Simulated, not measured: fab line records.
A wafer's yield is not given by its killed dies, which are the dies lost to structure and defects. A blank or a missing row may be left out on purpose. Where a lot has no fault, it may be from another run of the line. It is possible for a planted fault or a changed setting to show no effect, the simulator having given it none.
Which tool is to blame? -- flow nand harc -- 14 lots with 42 wafers sampled at 5 steps, on a route of 1302 steps

== WHAT EACH GAUGE READ, for each wafer ==
NHARC_A_ONON_D2_THK_MEAS_11: measures by ellipsometry.
lot,measured,on,thk nm (nm)
L937,day 12 11:47,film metro-02,1010 1011 1010
L939,day 12 21:59,film metro-01,993 992 992
L938,day 12 22:08,film metro-02,991 995 993
L943,day 14 20:55,film metro-02,999 999 998
L944,day 15 13:19,film metro-02,990 990 989
L946,day 16 16:16,film metro-01,1002 1002 1000
L949,day 17 20:14,film metro-02,982 983 982
L952,day 18 11:13,film metro-01,980 978 977
L953,day 19 06:42,film metro-02,979 978 980
L955,day 20 07:07,film metro-02,1013 1015 1015
L957,day 21 05:43,film metro-02,1007 1008 1007
L959,day 21 13:02,film metro-02,1024 1024 1025
L958,day 21 13:06,film metro-02,1000 1000 1000
L960,day 21 22:01,film metro-01,1001 1001 999

NHARC_A_ONON_D2_INSPECT_32.
lot,measured,on,raw defect count
L937,day 12 23:27,defect inspect-01,478 653 402
L939,day 13 09:07,defect inspect-02,722 515 481
L938,day 13 09:08,defect inspect-01,405 488 360
L943,day 15 10:45,defect inspect-01,499 623 526
L944,day 16 00:14,defect inspect-01,184 259 354
L946,day 17 03:26,defect inspect-02,587 510 641
L949,day 18 07:31,defect inspect-01,326 225 236
L952,day 18 21:58,defect inspect-01,237 262 462
L953,day 19 17:31,defect inspect-02,262 373 223
L955,day 20 18:31,defect inspect-02,211 206 225
L957,day 21 16:52,defect inspect-01,265 289 333
L959,day 22 04:08,defect inspect-01,204 361 323
L958,day 22 04:09,defect inspect-02,696 463 497
L960,day 22 12:10,defect inspect-01,256 168 269

NHARC_END_SORT_01.
lot,measured,on,killed at array,killed at other,killed at periphery,killed dies,killed open,killed short
L937,day 24 13:36,prober-02,74 54 57,2 3 0,5 4 7,81 61 64,4 5 3,6 1 1
L939,day 25 01:18,prober-01,21 20 22,1 0 0,4 2 4,26 22 26,0 4 1,3 2 2
L938,day 24 13:37,prober-01,72 72 64,1 1 0,4 5 3,77 78 67,4 3 2,1 0 3
L943,day 26 19:26,prober-02,60 55 44,1 0 1,4 3 2,65 58 47,6 4 4,4 3 1
L944,day 27 08:23,prober-02,35 40 44,0 0 0,3 5 4,38 45 48,2 2 0,2 1 4
L946,day 28 08:31,prober-01,72 76 72,1 1 2,0 2 1,73 79 75,2 4 6,0 2 2
L949,day 29 16:45,prober-02,63 58 48,1 2 0,4 1 3,68 61 51,4 2 3,3 3 2
L952,day 30 06:23,prober-01,63 38 55,1 3 3,6 5 10,70 46 68,6 2 4,3 0 2
L953,day 30 14:56,prober-02,50 46,0 0,3 0,53 46,4 3,3 2
L955,day 31 22:14,prober-02,81 66 83,0 3 0,6 5 6,87 74 89,2 5 5,3 5 1
L957,day 32 22:49,prober-02,41 52 53,0 2 1,0 4 1,41 58 55,5 4 5,3 2 0
L959,day 34 02:25,prober-01,62 58 64,0 1 0,2 3 4,64 62 68,4 3 2,5 1 1
L958,day 33 14:22,prober-02,38 30 31,0 0 1,4 2 4,42 32 36,4 3 5,3 3 3
L960,day 34 11:21,prober-02,43 40 49,0 0 0,8 1 7,51 41 56,2 3 4,1 2 3

== WHAT TOOL EACH LOT RAN ON (gives the tool, then ch and the chambers of the sampled wafers, and finally the start) ==
lot,NHARC_A_ONON_D2_DEP_25,NHARC_A_ONON_D2_DEP_33
L937,"pecvd onon-01 ch 0, day 12 21:50","pecvd-02 ch 0,1,2, day 12 22:58"
L939,"pecvd onon-01 ch 0, day 13 07:37","pecvd-04 ch 1,2, day 13 08:38"
L938,"pecvd onon-03 ch 0, day 13 07:31","pecvd-02 ch 0,1,2, day 13 08:39"
L943,"pecvd onon-01 ch 0, day 15 09:08","pecvd-02 ch 0,2, day 15 10:16"
L944,"pecvd onon-01 ch 0, day 15 22:41","pecvd-01 ch 1,2, day 15 23:47"
L946,"pecvd onon-04 ch 0, day 17 01:41","pecvd-04 ch 0,1,2, day 17 02:57"
L949,"pecvd onon-04 ch 0, day 18 05:47","pecvd-04 ch 1,2, day 18 07:01"
L952,"pecvd onon-03 ch 0, day 18 20:22","pecvd-01 ch 0,1,2, day 18 21:30"
L953,"pecvd onon-03 ch 0, day 19 15:57","pecvd-02 ch 0,1,2, day 19 17:01"
L955,"pecvd onon-01 ch 0, day 20 16:54","pecvd-02 ch 0,2, day 20 18:07"
L957,"pecvd onon-01 ch 0, day 21 15:21","pecvd-02 ch 0,1,2, day 21 16:22"
L959,"pecvd onon-01 ch 0, day 22 02:38","pecvd-02 ch 0,2, day 22 03:40"
L958,"pecvd onon-03 ch 0, day 22 02:31","pecvd-01 ch 0,1, day 22 03:44"
L960,"pecvd onon-01 ch 0, day 22 10:32","pecvd-04 ch 0,2, day 22 11:40"
- NHARC_A_ONON_D2_DEP_25: target thk 1000 nm.
- NHARC_A_ONON_D2_DEP_33: deposits SiO2, target thk 200 nm.

== WHAT THE TOOLS THEMSELVES READ (means of the sampled wafers that have a number; where no wafer has one, the mark that the record gives instead) ==
NHARC_A_ONON_D2_DEP_25.
lot,tool,sih4 flow sccm (sccm)
L937,pecvd onon-01,210.4
L939,pecvd onon-01,209.8
L938,pecvd onon-03,210.0
L943,pecvd onon-01,168.0
L944,pecvd onon-01,168.1
L946,pecvd onon-04,209.4
L949,pecvd onon-04,210.5
L952,pecvd onon-03,209.9
L953,pecvd onon-03,209.5
L955,pecvd onon-01,209.5
L957,pecvd onon-01,209.9
L959,pecvd onon-01,209.8
L958,pecvd onon-03,210.8
L960,pecvd onon-01,209.1

NHARC_A_ONON_D2_DEP_33.
lot,tool,heater power w (W),throttle valve pct (%)
L937,pecvd-02,564,16.1
L939,pecvd-04,688,15.6
L938,pecvd-02,599,16.0
L943,pecvd-02,609,16.1
L944,pecvd-01,650,15.2
L946,pecvd-04,636,15.9
L949,pecvd-04,648,16.1
L952,pecvd-01,624,15.5
L953,pecvd-02,561,16.0
L955,pecvd-02,491,15.8
L957,pecvd-02,598,16.2
L959,pecvd-02,503,15.9
L958,pecvd-01,546,15.6
L960,pecvd-04,590,16.4

== THE ANSWER, worked out from the rows above alone ==
Rule: the lots themselves supply what counts as usual. Put in order of their means at a reading, lots are off if they are a third of the lots or fewer, leave a main group of 4 or more, and stand apart from it by a gap of 3 or more times the standard deviation of the main group's means; of several such gaps the widest counts. If all means in a main group match to the digits the tables above print for the reading, that group is not used. Also off: a lot with no number at a reading for which 4 or more lots have one. Any other lot the step has rows for is counted as sound. After the gauges, taken in route order, come the tools' own readings; for these a lot's mean is taken, as printed above. The first step at which some lot is off is used, and at that step the reading that is off furthest; a lot without a number counts as furthest.
Off, at NHARC_A_ONON_D2_DEP_25 on sih4 flow sccm: L943, L944. The main group: mean 209.9 sccm, standard deviation 0.47.
If a tool, at that step or one of the process steps before it, ran each lot that is off and ran no sound lot following the first of them, it fits. None of those tried fits.

== WHAT THE SIMULATOR HAD INSERTED ==
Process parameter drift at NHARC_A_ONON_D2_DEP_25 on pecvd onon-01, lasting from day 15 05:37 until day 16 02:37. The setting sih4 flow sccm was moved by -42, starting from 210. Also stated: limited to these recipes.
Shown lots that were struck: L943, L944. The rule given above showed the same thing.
